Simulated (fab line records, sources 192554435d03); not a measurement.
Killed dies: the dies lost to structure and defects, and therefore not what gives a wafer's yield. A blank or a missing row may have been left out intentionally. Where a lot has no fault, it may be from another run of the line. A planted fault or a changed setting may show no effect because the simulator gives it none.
fab line records	flow n5_finfet
record: lots: 7	wafers: 39
route steps=1938 shown BEOL_M11@1578 TV_OPEN@1890
start_h: hours from the record's opening day to when the first of the lot's shown wafers began	wait_h: hours from the lot's prior step to this one	" the same as in the row above	L1.1+2: a row that stands for several wafers	- either no value or no given start	* or withheld: withheld	< > ~ a bound
route shown NAME@n: NAME is a module with steps in the file, n the number in the route of the first one	usual: mean and standard deviation over wafers with no fault	same: alike in all rows	chamber/n: place in a boat	sites: each site's reading	_std_site: their standard deviation	_edge_site: the outer-site mean with the inner-site mean subtracted	radius_mm: how far each site lies from the wafer's centre	mask NAME#n: copy n	behind: tool/chamber where the wafer was last shaped	hold: what put the lot on hold/how long, in hours/how the hold closed	device: transistor that didn't switch, given as n, p or np	end of line: at the end of the route, the tests of the same wafers	a step without rows: its recipe alone	killed: count of dies lost to structure and defects at first sort (not the wafer's yield)	map: shows each die of a wafer: x if killed, . if not, _ if none is there
set.NAME: the setting the step ran with; set.NAME@STEP: the setting that earlier step ran with	model.NAME: the simulator's own value behind a step, which no gauge read
lots run with intentionally changed settings; tables by step, rows by wafer
== steps ==
step: N5_BEOL_M11_TRENCH_ETCH_37
recipe: chemistry: C4F6/O2	target_depth_a: 1488.3	target: SiCOH_lowk	time_s: 48	ion_energy_ev: 250	pressure_mtorr: 30	source_w: 345	bias_w: 185	Ar_flow_sccm: 300	C4F6_flow_sccm: 10	O2_flow_sccm: 10
lot.wafer	tool	chamber	start_h	wait_h	set.target_depth_a	model.etch.depth_nm	model.BEOL_M11.feature_depth_nm	model.TiN_of_BEOL_M11_HM_DEP_02.thk_nm
L074.1	rie_diel-04	1	-	-	1488.3	139	139	15.6
L074.2	"	3	"	"	1488.3	146	146	16
L074.3	"	2	"	"	1488.3	145.2	145.2	15.8
L074.4	"	2	"	"	1488.3	145.3	145.2	15.6
L074.5	"	1	"	"	1488.3	139.1	139.2	15.8
L074.6	"	3	"	"	1488.3	146.6	146.6	15.6
L077.2	rie_diel-06	2	-	-	1488.3	150.4	150.4	15.6
L077.4	"	1	"	"	1488.3	151.3	151.4	15.8
L077.6	"	2	"	"	1488.3	151.4	151.4	15.8
L080.1	rie_diel-04	2	-	-	2115	208.1	208.2	14.2
L080.2	"	0	"	"	1488.3	144.5	144.6	16.2
L080.3	"	3	"	"	2115	208.5	208.6	14.2
L080.4	"	1	"	"	1488.3	144	144	16.2
L080.5	"	3	"	"	1488.3	147.3	147.4	16.2
L080.6	"	0	"	"	2115	204.2	204.2	14.4
L087.1	rie_diel-06	2	-	-	1488.3	151	151	15.8
L087.2	"	3	"	"	2257	224.8	224.8	13.8
L087.3	"	1	"	"	2257	234.2	234.2	13.6
L087.4	"	0	"	"	2257	229.5	229.4	13.6
L087.5	"	3	"	"	1488.3	149.2	149.2	16
L087.6	"	0	"	"	1488.3	151.8	151.8	16
L090.1	rie_diel-02	1	-	-	1488.3	149.4	149.4	15.4
L090.2	"	3	"	"	2163	217.5	217.6	13.6
L090.3	"	2	"	"	2163	220.8	220.8	13.4
L090.4	"	0	"	"	1488.3	155.7	155.8	15.6
L090.5	"	3	"	"	2163	215.5	215.6	13.6
L090.6	"	2	"	"	1488.3	151.6	151.6	15.8
L095.1	rie_diel-06	3	-	-	2321	228.9	229	13.6
L095.2	"	1	"	"	2321	235.4	235.4	13.4
L095.3	"	0	"	"	1488.3	151.9	152	15.8
L095.4	"	2	"	"	2321	233.2	233.2	13.6
L095.5	"	2	"	"	1488.3	148.5	148.6	16
L095.6	"	3	"	"	1488.3	147.5	147.6	16
L096.1	rie_diel-06	3	-	-	2113	209.8	209.8	14.6
L096.2	"	0	"	"	1488.3	153.6	153.6	15.8
L096.3	"	2	"	"	2113	213.5	213.4	14
L096.4	"	1	"	"	1488.3	153.8	153.8	15.6
L096.5	"	0	"	"	2113	215.1	215.2	14
L096.6	"	3	"	"	1488.3	148.7	148.8	15.8
step: N5_BEOL_M11_ETCH_41
recipe: chemistry: CH3F/O2	target: SiCN	target_depth_a: 426	taper_deg: 2	time_s: 86	ion_energy_ev: 120	mask_material: TiN	pressure_mtorr: 30	source_w: 395	bias_w: 75	Ar_flow_sccm: 150	CH3F_flow_sccm: 30	O2_flow_sccm: 20
step: N5_BEOL_M11_STRIP_77
recipe: chemistry: N2/H2	time_s: 10	power_w: 450	temp_c: 40	pressure_mtorr: 20	rf_frequency_hz: 6e+07	bias_power_w: 7	n2_flow_sccm: 200	h2_flow_sccm: 200
step: N5_BEOL_M11_OCD_MEAS_38
usual: trench_depth_nm: 149/3.3
lot.wafer	tool	chamber	start_h	wait_h	set.target_depth_a@BEOL_M11_TRENCH_ETCH_37	trench_depth_nm
L074.1	ocd-01	-	228.09	-	1488.3	139
L074.2	"	-	"	"	1488.3	146
L074.3	"	-	"	"	1488.3	146
L074.4	"	-	"	"	1488.3	146
L074.5	"	-	"	"	1488.3	139
L074.6	"	-	"	"	1488.3	147
L077.2	ocd-01	-	246.92	-	1488.3	150
L077.4	"	-	"	"	1488.3	151
L077.6	"	-	"	"	1488.3	151
L080.1	ocd-01	-	276.66	-	2115	208
L080.2	"	-	"	"	1488.3	145
L080.3	"	-	"	"	2115	208
L080.4	"	-	"	"	1488.3	144
L080.5	"	-	"	"	1488.3	147
L080.6	"	-	"	"	2115	205
L087.1	ocd-02	-	323.77	-	1488.3	151
L087.2	"	-	"	"	2257	225
L087.3	"	-	"	"	2257	234
L087.4	"	-	"	"	2257	229
L087.5	"	-	"	"	1488.3	149
L087.6	"	-	"	"	1488.3	152
L090.1	ocd-02	-	324.27	-	1488.3	150
L090.2	"	-	"	"	2163	217
L090.3	"	-	"	"	2163	221
L090.4	"	-	"	"	1488.3	156
L090.5	"	-	"	"	2163	215
L090.6	"	-	"	"	1488.3	152
L095.1	ocd-02	-	374.79	-	2321	229
L095.2	"	-	"	"	2321	235
L095.3	"	-	"	"	1488.3	152
L095.4	"	-	"	"	2321	233
L095.5	"	-	"	"	1488.3	148
L095.6	"	-	"	"	1488.3	147
L096.1	ocd-02	-	383.19	-	2113	209
L096.2	"	-	"	"	1488.3	153
L096.3	"	-	"	"	2113	214
L096.4	"	-	"	"	1488.3	153
L096.5	"	-	"	"	2113	215
L096.6	"	-	"	"	1488.3	149
step: N5_BEOL_M11_HM_STRIP_39
recipe: chemistry: peroxide_tin_strip	material: TiN	target_depth_a: 250	temp_c: 50	time_s: 158
step: N5_BEOL_M11_SRD_40
recipe: time_s: 30	temp_c: 23	rinse_liquid: diw	dry: ipa_marangoni
step: N5_BEOL_M11_ECD_50
recipe: material: Cu	target_thk_a: 3180
step: N5_BEOL_M11_ANNEAL_51
recipe: temp_c: 225	time_s: 90	ambient: N2
step: N5_BEOL_M11_CMP_52
recipe: stop_on: SiCOH_lowk	t_overpolish_s: 7	down_force_psi: 1	platen_rpm: 50	clearing_platen_down_force_psi: 1.5	clearing_platen_rpm: 50	post_cmp_clean: cu_alkaline	target_thk_nm: 140	clearing_platen_pad_velocity_m_s: 0.99484	pad_velocity_m_s: 0.99484
lot.wafer	tool	chamber	start_h	wait_h	set.target_depth_a@BEOL_M11_TRENCH_ETCH_37	model.Cu_of_BEOL_M11_ECD_50.thk_nm
L074.1	cmp-03	3	231.11	0.3	1488.3	130.6
L074.4	"	0	"	"	1488.3	137
L074.3	"	1	"	"	1488.3	135.8
L074.2	"	2	"	"	1488.3	135.6
L074.5	"	3	"	"	1488.3	129.4
L074.6	"	0	"	"	1488.3	138.4
L077.2+4	cmp-01	1,0	249.15	0.2	1488.3	141
L077.6	"	2	"	"	1488.3	139.8
L080.3	cmp-01	2	278.81	0.2	2115	198.6
L080.2	"	3	"	"	1488.3	136
L080.4	"	0	"	"	1488.3	135.8
L080.1	"	1	"	"	2115	200.6
L080.6	"	2	"	"	2115	195.6
L080.5	"	3	"	"	1488.3	139.4
L087.2	cmp-02	3	325.93	0.2	2257	215.8
L087.3	"	0	"	"	2257	227.8
L087.4	"	1	"	"	2257	220.2
L087.1+6	"	2,0	"	"	1488.3	144
L087.5	"	3	"	"	1488.3	140.2
L090.1	cmp-03	1	326.91	0.3	1488.3	139.6
L090.3	"	2	"	"	2163	210
L090.4	"	3	"	"	1488.3	147.4
L090.2	"	0	"	"	2163	210.2
L090.6	"	1	"	"	1488.3	142.4
L090.5	"	2	"	"	2163	204.6
L095.2	cmp-01	3	377.81	0.2	2321	226.6
L095.3	"	0	"	"	1488.3	141.8
L095.1	"	1	"	"	2321	221.8
L095.4	"	2	"	"	2321	223.4
L095.6	"	3	"	"	1488.3	138.8
L095.5	"	0	"	"	1488.3	138.6
L096.4	cmp-01	2	385.87	0.1	1488.3	142.2
L096.3+5	"	3,2	"	"	2113	203.4
L096.1	"	0	"	"	2113	199
L096.2	"	1	"	"	1488.3	144.8
L096.6	"	3	"	"	1488.3	138.2
step: N5_BEOL_M11_THK_MEAS_53
recipe: thk_meas_gauge: xrf	reads: Cu_of_BEOL_M11_ECD_50
usual: M11_THK: 140/3.7
lot.wafer	tool	chamber	start_h	wait_h	set.target_depth_a@BEOL_M11_TRENCH_ETCH_37	M11_THK[nm]
L074.1	film_metro-02	-	231.40	-	1488.3	130
L074.2	"	-	"	"	1488.3	134
L074.3	"	-	"	"	1488.3	135
L074.4	"	-	"	"	1488.3	136
L074.5	"	-	"	"	1488.3	128
L074.6	"	-	"	"	1488.3	137
L077.2	film_metro-01	-	249.46	0.3	1488.3	140
L077.4	"	-	"	"	1488.3	140
L077.6	"	-	"	"	1488.3	139
L080.1	film_metro-01	-	279.10	-	2115	198
L080.2	"	-	"	"	1488.3	134
L080.3	"	-	"	"	2115	197
L080.4	"	-	"	"	1488.3	134
L080.5	"	-	"	"	1488.3	137
L080.6	"	-	"	"	2115	193
L087.1	film_metro-01	-	326.22	-	1488.3	141
L087.2	"	-	"	"	2257	212
L087.3	"	-	"	"	2257	224
L087.4	"	-	"	"	2257	217
L087.5	"	-	"	"	1488.3	138
L087.6	"	-	"	"	1488.3	142
L090.1	film_metro-01	-	327.21	-	1488.3	138
L090.2	"	-	"	"	2163	206
L090.3	"	-	"	"	2163	207
L090.4	"	-	"	"	1488.3	145
L090.5	"	-	"	"	2163	201
L090.6	"	-	"	"	1488.3	140
L095.1	film_metro-01	-	378.10	-	2321	219
L095.2	"	-	"	"	2321	225
L095.3	"	-	"	"	1488.3	141
L095.4	"	-	"	"	2321	222
L095.5	"	-	"	"	1488.3	137
L095.6	"	-	"	"	1488.3	137
L096.1	film_metro-01	-	386.16	-	2113	197
L096.2	"	-	"	"	1488.3	143
L096.3	"	-	"	"	2113	202
L096.4	"	-	"	"	1488.3	141
L096.5	"	-	"	"	2113	201
L096.6	"	-	"	"	1488.3	137
step: N5_BEOL_M11_PRE_CLEAN_55
recipe: gas: NH3	time_s: 15	temp_c: withheld	rf_power_w: 300
step: N5_BEOL_M11_DEP_56
recipe: material: SiCN	target_thk_a: 300	temp_c: withheld	precursor: 3MS/NH3	pressure_torr: 3	rf_w: 675	time_s: 10.5
step: N5_BEOL_M11_RS_MEAS_57
recipe: thk_meas_gauge: four-point-probe	reads: Cu_of_BEOL_M11_ECD_50+Co_of_BEOL_M11_CVD_75+TaN_of_BEOL_M11_ALD_74
usual: M11_RS: 0.150/0.0044
lot.wafer	tool	chamber	start_h	wait_h	set.target_depth_a@BEOL_M11_TRENCH_ETCH_37	M11_RS[ohm/sq]
L074.1	film_metro-01	-	231.53	0.0	1488.3	0.163
L074.2	"	-	"	"	1488.3	0.156
L074.3	"	-	"	"	1488.3	0.156
L074.4	"	-	"	"	1488.3	0.154
L074.5	"	-	"	"	1488.3	0.164
L074.6	"	-	"	"	1488.3	0.153
L077.2	film_metro-01	-	249.59	0.0	1488.3	0.150
L077.4	"	-	"	"	1488.3	0.149
L077.6	"	-	"	"	1488.3	0.151
L080.1	film_metro-02	-	279.23	0.0	2115	0.102
L080.2	"	-	"	"	1488.3	0.155
L080.3	"	-	"	"	2115	0.103
L080.4	"	-	"	"	1488.3	0.156
L080.5	"	-	"	"	1488.3	0.152
L080.6	"	-	"	"	2115	0.105
L087.1	film_metro-02	-	326.37	0.1	1488.3	0.146
L087.2	"	-	"	"	2257	0.094
L087.3	"	-	"	"	2257	0.089
L087.4	"	-	"	"	2257	0.092
L087.5	"	-	"	"	1488.3	0.151
L087.6	"	-	"	"	1488.3	0.146
L090.1	film_metro-02	-	327.33	0.0	1488.3	0.151
L090.2	"	-	"	"	2163	0.097
L090.3	"	-	"	"	2163	0.097
L090.4	"	-	"	"	1488.3	0.142
L090.5	"	-	"	"	2163	0.100
L090.6	"	-	"	"	1488.3	0.148
L095.1	film_metro-01	-	378.23	0.0	2321	0.092
L095.2	"	-	"	"	2321	0.090
L095.3	"	-	"	"	1488.3	0.149
L095.4	"	-	"	"	2321	0.091
L095.5	"	-	"	"	1488.3	0.152
L095.6	"	-	"	"	1488.3	0.152
L096.1	film_metro-01	-	386.28	0.0	2113	0.103
L096.2	"	-	"	"	1488.3	0.145
L096.3	"	-	"	"	2113	0.100
L096.4	"	-	"	"	1488.3	0.148
L096.5	"	-	"	"	2113	0.100
L096.6	"	-	"	"	1488.3	0.153
step: N5_PASSIVATION_ETCH_15
recipe: chemistry: CF4/N2	target: SiCN	target_depth_a: 750	taper_deg: 2	time_s: 81.2	ion_energy_ev: 150	mask_material: SiNx	pressure_mtorr: 40	source_w: 430	bias_w: 70	Ar_flow_sccm: 100	cf4_flow_sccm: 60	n2_flow_sccm: 60
lot.wafer	tool	chamber	start_h	wait_h	set.target_depth_a	model.etch.depth_nm
L074.1	rie_diel-06	1	-	-	750	66.88
L074.2	"	2	"	"	1158	104
L074.3	"	0	"	"	750	66.74
L074.4	"	3	"	"	1158	100.6
L074.5	"	2	"	"	1158	104.1
L074.6	"	1	"	"	750	67.12
L077.2	rie_diel-02	2	-	-	750	67.3
L077.4	"	0	"	"	750	67.79
L077.6	"	2	"	"	750	67.42
L080.1	rie_diel-04	0	-	-	1108	92.71
L080.2	"	1	"	"	750	63.21
L080.3	"	2	"	"	1108	95.41
L080.4	"	3	"	"	750	66.52
L080.5	"	2	"	"	1108	94.66
L080.6	"	3	"	"	750	65.92
L087.1	rie_diel-06	2	-	-	750	65.91
L087.2	"	1	"	"	1186	107
L087.3	"	0	"	"	750	66.87
L087.4	"	3	"	"	1186	100.2
L087.5	"	1	"	"	750	67.07
L087.6	"	0	"	"	1186	104.9
L090.1	rie_diel-02	2	-	-	933.5	83.2
L090.2	"	1	"	"	933.5	83.19
L090.3	"	3	"	"	750	64.46
L090.4	"	0	"	"	933.5	83.53
L090.5	"	0	"	"	750	66.81
L090.6	"	3	"	"	750	64.17
L095.1	rie_diel-02	0	-	-	750	66.2
L095.2	"	3	"	"	750	64.37
L095.3	"	2	"	"	750	66.42
L095.4	"	1	"	"	750	65.46
L095.5	"	3	"	"	750	64.72
L095.6	"	0	"	"	750	65.76
L096.1	rie_diel-04	3	-	-	358.4	31.42
L096.2	"	0	"	"	358.4	29.63
L096.3	"	1	"	"	358.4	29.71
L096.4	"	3	"	"	750	65.19
L096.5	"	0	"	"	750	62.05
L096.6	"	1	"	"	750	62.4
== key ==
split: step: N5_BEOL_M11_TRENCH_ETCH_37	setting: target_depth_a	stated: 1488.3	by: wafer
response: step: N5_BEOL_M11_TRENCH_ETCH_37	reading: model.etch.depth_nm	change: +1.48	per: 1%	r: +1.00
response: step: N5_BEOL_M11_TRENCH_ETCH_37	reading: model.BEOL_M11.feature_depth_nm	change: +1.48	per: 1%	r: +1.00
response: step: N5_BEOL_M11_TRENCH_ETCH_37	reading: model.TiN_of_BEOL_M11_HM_DEP_02.thk_nm	change: -0.0431	per: 1%	r: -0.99
response: step: N5_BEOL_M11_OCD_MEAS_38	reading: trench_depth_nm	change: +1.48	per: 1%	r: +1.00
response: step: N5_BEOL_M11_CMP_52	reading: model.Cu_of_BEOL_M11_ECD_50.thk_nm	change: +1.48	per: 1%	r: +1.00
response: step: N5_BEOL_M11_THK_MEAS_53	reading: M11_THK	change: +1.46	per: 1%	r: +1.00
response: step: N5_BEOL_M11_RS_MEAS_57	reading: M11_RS	change: -0.00111	per: 1%	r: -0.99
split: step: N5_PASSIVATION_ETCH_15	setting: target_depth_a	stated: 750	by: wafer
response: step: N5_PASSIVATION_ETCH_15	reading: model.etch.depth_nm	change: +0.643	per: 1%	r: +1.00
